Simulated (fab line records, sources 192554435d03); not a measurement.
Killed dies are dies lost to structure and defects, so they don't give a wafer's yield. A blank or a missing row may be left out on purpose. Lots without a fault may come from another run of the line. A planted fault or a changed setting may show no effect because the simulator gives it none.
Which tool did it? | flow n5_finfet | 6 lots, 17 wafers sampled, at 2 steps of a route of 1938

WHAT THE GAUGES READ, wafer by wafer
N5_SDB_CD_MEAS_11: target cd 50 nm.
lot  | measured    | on        | cd_nm (nm)
L902 | day 4 13:19 | cd_sem-01 | 50.9 49.9 50.0
L903 | day 4 22:16 | cd_sem-02 | 53.0 53.2
L912 | day 7 02:44 | cd_sem-01 | 49.3 49.1 49.4
L915 | day 7 17:02 | cd_sem-01 | 52.8 50.0 52.8
L921 | day 8 23:49 | cd_sem-03 | 52.4 51.6 51.6
L923 | day 9 15:29 | cd_sem-01 | 50.2 50.5 52.2

WHICH TOOL RAN EACH LOT (tool, then ch and the chambers of the sampled wafers, then the start)
lot  | N5_ILD0_CMP_07
L902 | cmp-04 ch 1,3, day 4 09:22
L903 | cmp-03 ch 0,2, day 4 17:31
L912 | cmp-04 ch 0,1, day 6 22:37
L915 | cmp-01 ch 0,2,3, day 7 13:05
L921 | cmp-01 ch 0,1,3, day 8 19:49
L923 | cmp-03 ch 0,2, day 9 11:30
- N5_ILD0_CMP_07: polishes SiO2 flowable, stops on poly-Si, t overpolish 1.18 s, target thk 138.88 nm.

THE ANSWER, worked out from the rows above alone
Rule: what is usual is taken from the lots themselves. Put in order of their means at a reading, lots are off if they are a third of the lots or fewer, leave a main group of 4 or more, and stand apart from it by a gap of 3 or more times the standard deviation of the main group's means; of several such gaps the widest counts. A main group whose means are all the same, to the digits that the tables above print for the reading, isn't used. A lot without any number at a reading at which 4 lots or more have one is off too. The other lots that the step has rows for count as sound.
No lot is off at any reading shown: from this, nothing can be told.

WHAT THE SIMULATOR HAD PUT IN
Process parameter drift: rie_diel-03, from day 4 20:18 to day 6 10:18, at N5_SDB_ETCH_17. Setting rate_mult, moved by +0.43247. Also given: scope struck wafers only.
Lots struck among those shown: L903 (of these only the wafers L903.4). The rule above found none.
